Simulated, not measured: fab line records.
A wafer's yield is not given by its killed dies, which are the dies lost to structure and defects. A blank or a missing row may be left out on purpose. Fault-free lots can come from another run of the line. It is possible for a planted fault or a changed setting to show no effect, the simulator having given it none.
fab line records | flow n5-finfet | part 2 of 2: steps 26 to 31 of 31
[record] lots = 5 wafers = 15 last-day = 16
route steps=1938 shown MOL_CONTACT_COAG@551
lots with no fault: from the same line, run without faults
start-h: hours from the record's first day to the start of the lot's first wafer shown | wait-h: time in hours since the lot's previous step | " the same as in the row above | L1.1+2: one row covering several wafers at once | - either no value or no given start | * or withheld: withheld | < > ~ a bound
route shown NAME@n: names a module that has steps shown in the file, with the first one's number in the route | usual: mean and standard deviation over wafers with no fault | same: alike in all rows | chamber/n: place in a boat | sites: the reading at each site | _std_site: their standard deviation | _edge_site: inner sites' mean taken away from outer sites' mean | radius-mm: how far each site lies from the wafer's centre | mask NAME#n: copy n | behind: the most recent tool/chamber to have shaped the wafer | hold: reason for holding the lot/hours on hold/outcome of the hold | device: transistor that didn't switch, given as n, p or np | end of line: the tests these same wafers got at the end of their route | where a step has no rows: the recipe by itself | killed: count of dies lost to structure and defects at first sort (not the wafer's yield) | map: shows each die of a wafer: x if killed, . if not, _ if none is there
set.NAME: the run value of the setting; set.NAME@STEP: its run value at that earlier step | model.NAME: the simulator's own value behind a step, which no gauge read
lots at selected steps of the route; one table per step, one row per wafer
services: the hour from which a tool's chamber was out of use, counted from the record's first day as start-h (under 0 if before that day), plus the number of hours and why
[[steps]]
[step N5_MOL_CONTACT_COAG_ETCH_90]
[recipe] chemistry = CF4 target = SiARC target-depth-a = 130 mask-material = CAR-EUV time-s = 21.7 ion-energy-ev = 80 pressure-mtorr = 40 source-w = 545 bias-w = 36 Ar_flow_sccm = 100 cf4-flow-sccm = 100 ends = cleared
[usual] drypump-motor-current-A = 5.64/0.29 etch-rf-on-time-s = 21.9/0.72 oes-product-au = 0.69/0.074 rf-fwd-power-W = 531.6/1.5 rf-vpp-V = 183.8/1 showerhead-plenum-p-Torr = 2.12/0.057 throttle-valve-pct = 15.58/0.22
// columns lot.wafer tool chamber start-h wait-h drypump-motor-current-A etch-rf-on-time-s oes-product-au rf-fwd-power-W rf-hours-counter-h rf-vpp-V showerhead-plenum-p-Torr throttle-valve-pct
L079.1 rie-diel-06 3 129.71 0.0 5.93 21.9 0.61 533.4 203 183.0 2.04 15.85
L079.2 " 0 " " 6.05 23.3 0.75 532.1 19 184.2 2.09 15.29
L079.6 " 0 " " 6.06 23.3 0.75 532.1 - 183.4 2.09 15.29
L082.1 rie-diel-06 0 148.36 0.0 6.03 22.6 0.75 528.2 26 184.9 2.09 15.31
L082.4 " 2 " " 5.53 20.9 0.75 531.9 - 184.8 2.18 15.50
L082.5 " 1 " " 5.40 21.0 0.79 530.4 - 184.5 2.18 15.43
L086.2 rie-diel-02 2 175.91 0.0 5.69 21.6 0.61 530.4 213 182.8 2.11 15.85
L086.5 " 2 " " 5.67 21.5 0.61 529.6 - 184.6 2.11 15.82
L086.6 " 1 " " 5.21 21.9 0.64 530.3 - 182.4 2.08 16.03
L089.1 rie-diel-06 2 192.73 0.0 5.53 21.0 0.74 529.4 78 183.1 2.17 15.53
L089.3 " 3 " " 5.93 22.1 0.59 531.5 220 181.6 2.04 15.89
L089.4 " 0 " " 6.01 23.2 0.73 530.9 39 185.4 2.08 15.34
L094.1 rie-diel-03 3 215.86 0.0 5.91 22.9 0.61 530.9 180 185.5 2.11 15.53
L094.3 " 2 " " 5.72 22.4 0.73 531.7 61 184.7 2.18 15.47
L094.5 " 1 " " 5.23 22.4 0.67 532.2 - 182.2 2.06 15.51
[step N5_MOL_CONTACT_COAG_ALD_131]
[recipe] material = SiO2 target-thk-a = 50 temp-c = 100 ald-precursor-family = BDEAS ald-co-reactant = O2-plasma pulse-time-s = 1 co-reactant-pulse-time-s = 1 purge-time-s = 2 co-reactant-purge-time-s = 2 ald-cycles = 35 pressure-torr = 2
[usual] chamber-pressure-Torr = 2.000/0.0047 heater-power-w = 78/8.3 precursor-pulse-height-rel = 1.000/0.019
[same] pulse-time-s = 1
// columns lot.wafer tool chamber start-h wait-h chamber-pressure-Torr heater-power-w precursor-pulse-height-rel
L079.1 ald-sin-03 3 129.79 0.1 1.998 83 0.997
L079.2 " 1 " " 2.004 70 1.006
L079.6 " 0 " " 1.998 75 1.002
L082.1 ald-sin-03 1 148.44 0.1 2.002 69 0.984
L082.4 " 3 " " 2.006 84 1.033
L082.5 " 1 " " 1.997 69 1.045
L086.2 ald-sin-02 3 176.00 0.1 2.008 104 1.017
L086.5 " 0 " " 1.998 83 1.066
L086.6 " 1 " " 1.997 68 0.965
L089.1 ald-sin-03 1 192.81 0.1 2.004 66 1.003
L089.3 " 3 " " 1.997 88 1.009
L089.4 " 0 " " 2.000 78 1.005
L094.1 ald-sin-04 0 215.98 0.1 2.000 73 0.979
L094.3 " 1 " " 2.003 76 1.018
L094.5 " 0 " " 2.002 74 1.004
[step N5_MOL_CONTACT_COAG_ETCHBACK_132]
[recipe] chemistry = CHF3 target = SiO2 target-depth-a = 100 time-s = 6.7 ion-energy-ev = 200 pressure-mtorr = 30 source-w = 610 bias-w = 170 Ar_flow_sccm = 200 CHF3_flow_sccm = 50
[usual] drypump-motor-current-A = 5.54/0.29 oes-product-au = 0.78/0.082 rf-fwd-power-W = 603.4/2.5 rf-vpp-V = 523/17 showerhead-plenum-p-Torr = 2.34/0.064 throttle-valve-pct = 18.75/0.24
// columns lot.wafer tool chamber start-h wait-h drypump-motor-current-A oes-product-au rf-fwd-power-W rf-hours-counter-h rf-vpp-V showerhead-plenum-p-Torr throttle-valve-pct
L079.1 rie-diel-02 0 130.03 0.2 5.70 0.73 597.2 196 491 2.25 18.81
L079.2 " 2 " " 5.72 0.72 603.8 194 513 2.33 18.77
L079.6 " 2 " " 5.71 0.72 605.0 - 513 2.33 18.78
L082.1 rie-diel-06 2 148.62 0.1 5.51 0.86 604.6 66 511 2.41 18.62
L082.4 " 2 " " 5.50 0.86 603.4 - 511 2.41 18.62
L082.5 " 1 " " 5.40 0.91 600.2 - 522 2.43 18.60
L086.2 rie-diel-02 3 176.21 0.1 5.75 0.95 605.6 9 536 2.34 18.65
L086.5 " 1 " " 5.24 0.75 604.9 - 543 2.32 19.29
L086.6 " 2 " " 5.70 0.71 605.4 - 511 2.33 18.81
L089.1 rie-diel-02 3 193.05 0.2 5.72 0.93 608.4 17 536 2.34 18.63
L089.3 " 1 " " 5.21 0.75 602.8 139 544 2.31 19.31
L089.4 " 2 " " 5.71 0.69 601.7 221 513 2.32 18.81
L094.1 rie-diel-06 2 216.16 0.1 5.54 0.85 606.5 85 510 2.41 18.65
L094.3 " 3 " " 5.94 0.69 603.9 227 501 2.25 18.92
L094.5 " 3 " " 5.93 0.69 606.0 - 502 2.25 18.90
[step N5_MOL_CONTACT_COAG_ETCH_91]
[recipe] chemistry = N2/H2 target = SOC target-depth-a = 600 overetch-a = 210 mask-material = SiARC temp-c = 40 time-s = 101.2 ion-energy-ev = 200 pressure-mtorr = 30 source-w = 840 bias-w = 150 n2-flow-sccm = 200 h2-flow-sccm = 200
[usual] drypump-motor-current-A = 5.55/0.29 oes-product-au = 0.65/0.066 rf-fwd-power-W = 835.5/2.8 rf-vpp-V = 522.8/2.1 showerhead-plenum-p-Torr = 2.51/0.066 throttle-valve-pct = 17.9/0.32
// columns lot.wafer tool chamber start-h wait-h drypump-motor-current-A oes-product-au rf-fwd-power-W rf-hours-counter-h rf-vpp-V showerhead-plenum-p-Torr throttle-valve-pct
L079.1 rie-diel-02 0 130.06 0.0 5.70 0.62 828.6 196 520.1 2.46 18.3
L079.2 " 2 " " 5.70 0.61 835.8 194 524.9 2.52 18.1
L079.6 " 2 " " 5.71 0.60 836.5 - 524.3 2.52 18.1
L082.1 rie-diel-06 2 148.66 0.0 5.54 0.72 838.4 66 525.3 2.60 18.0
L082.4 " 2 " " 5.56 0.72 835.8 - 526.0 2.60 18.0
L082.5 " 1 " " 5.40 0.76 833.6 - 525.4 2.60 17.6
L086.2 rie-diel-02 3 176.24 0.0 5.77 0.79 836.8 9 521.7 2.52 18.0
L086.5 " 1 " " 5.22 0.63 835.8 - 522.2 2.45 18.3
L086.6 " 2 " " 5.68 0.59 832.2 - 523.4 2.51 18.1
L089.1 rie-diel-02 3 193.09 0.0 5.79 0.77 840.7 17 522.1 2.52 17.9
L089.3 " 1 " " 5.24 0.62 833.5 139 520.7 2.45 18.3
L089.4 " 2 " " 5.69 0.59 834.7 221 523.4 2.51 18.1
L094.1 rie-diel-06 2 216.20 0.0 5.53 0.70 834.5 85 523.5 2.59 18.0
L094.3 " 3 " " 5.93 0.58 835.9 227 520.4 2.40 18.0
L094.5 " 3 " " 5.92 0.58 833.3 - 518.2 2.40 18.0
[step N5_MOL_CONTACT_COAG_STRIP_92]
[recipe] chemistry = N2/H2 temp-c = 40 n2-flow-sccm = 200 h2-flow-sccm = 200 rf-frequency-hz = 6e+07
// columns lot.wafer tool chamber start-h wait-h
L079.1+2+6 rie-diel-02 0,2,2 130.13 0.0
L082.1+4+5 rie-diel-06 2,2,1 148.73 0.0
L086.2+5+6 rie-diel-02 3,1,2 176.31 0.0
L089.1+3+4 rie-diel-02 3,1,2 193.16 0.0
L094.1+3+5 rie-diel-06 2,3,3 216.27 0.0
[step N5_MOL_CONTACT_COAG_STRIP_93]
[recipe] chemistry = N2/H2 temp-c = 40 n2-flow-sccm = 200 h2-flow-sccm = 200 rf-frequency-hz = 6e+07
// columns lot.wafer tool chamber start-h wait-h
L079.1+2+6 rie-diel-02 0,2,2 130.14 0.0
L082.1+4+5 rie-diel-06 2,2,1 148.74 0.0
L086.2+5+6 rie-diel-02 3,1,2 176.32 0.0
L089.1+3+4 rie-diel-02 3,1,2 193.17 0.0
L094.1+3+5 rie-diel-06 2,3,3 216.28 0.0
[[services]]
// columns tool chamber start-h hours kind
cmp-04 - 106.25 0.8 repair
cmp-03 - 109.17 2.9 repair
ald-sin-03 2 111.45 3.5 repair
rie-diel-02 1 112.26 2.7 repair
euv-scanner-01 - 115.22 1.0 pm
ald-sin-04 3 118.43 18.7 repair
cmp-03 - 118.77 1.5 repair
euv-scanner-01 - 133.86 4.6 pm
cmp-04 - 136.63 9.2 pm
cmp-03 - 142.80 0.4 repair
rie-diel-06 3 143.16 8.3 repair
cmp-04 - 146.08 4.0 pm
cmp-03 - 153.91 0.3 repair
ald-sin-02 3 155.95 8.6 repair
wet-bench-02 - 160.49 4.4 pm
ald-sin-02 3 167.12 5.0 repair
euv-scanner-01 - 171.36 1.0 pm
rie-diel-06 - 174.34 14.6 pm
ald-sin-03 - 176.92 14.0 pm
euv-scanner-01 - 177.31 8.6 repair
cmp-04 - 181.87 3.1 repair
rie-diel-02 - 198.01 0.6 repair
cmp-03 - 201.25 0.8 repair
rie-diel-02 1 204.08 6.8 repair
